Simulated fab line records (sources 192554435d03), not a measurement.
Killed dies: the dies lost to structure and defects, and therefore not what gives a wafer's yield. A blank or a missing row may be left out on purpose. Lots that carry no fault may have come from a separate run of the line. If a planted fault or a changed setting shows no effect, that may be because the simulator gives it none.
Chamber matching	flow n5-finfet	pecvd-01 running N5_BEOL_M12_DEP_53: 3 sister chambers
The step deposits SiCN from 3MS/NH3, target thk 30 nm, time 10.5 s. 6 wafers are shown with their chamber, then 7 later ones without.

## WAFERS, EACH WITH ITS CHAMBER
wafer	chamber	throttle-valve-pct (%)	showerhead-plenum-p-Torr (Torr)
L085.1	2	16.5	4.136
L085.6	0	18.4	4.138
L086.4	0	18.5	4.134
L086.5	2	16.5	4.143
L089.3	1	17.6	4.172
L089.4	1	17.6	4.170

## WAFERS WITH NO CHAMBER GIVEN
wafer	throttle-valve-pct (%)	showerhead-plenum-p-Torr (Torr)
L089.6	16.4	4.154
L091.1	16.3	4.148
L091.3	18.2	4.133
L091.4	18.3	4.131
L097.1	16.4	4.151
L097.2	17.3	4.173
L097.5	16.6	4.143

## WHICH CHAMBER EACH ONE RAN IN
wafer	from the rows above	in truth
L089.6	2	2
L091.1	2	2
L091.3	0	0
L091.4	0	0
L097.1	2	2
L097.2	1	1
L097.5	2	2
Correct placement for 7 of the 7. Not placeable from these rows: 0. Number placed wrongly: 0.
How it was worked out, from the rows above alone: a wafer's distance from a chamber is the root of the sum, over the readings, of the square of ((its reading less the chamber's mean) divided by the reading's scatter). The wafer belongs to the nearest chamber; if the next one is less than 2 further off, it can't be placed. For every chamber, the mean is computed from those of its wafers that are shown. The scatter is the square root of a quotient: the sum, over the shown wafers, of each reading's squared deviation from its chamber's mean, divided by wafers minus chambers.
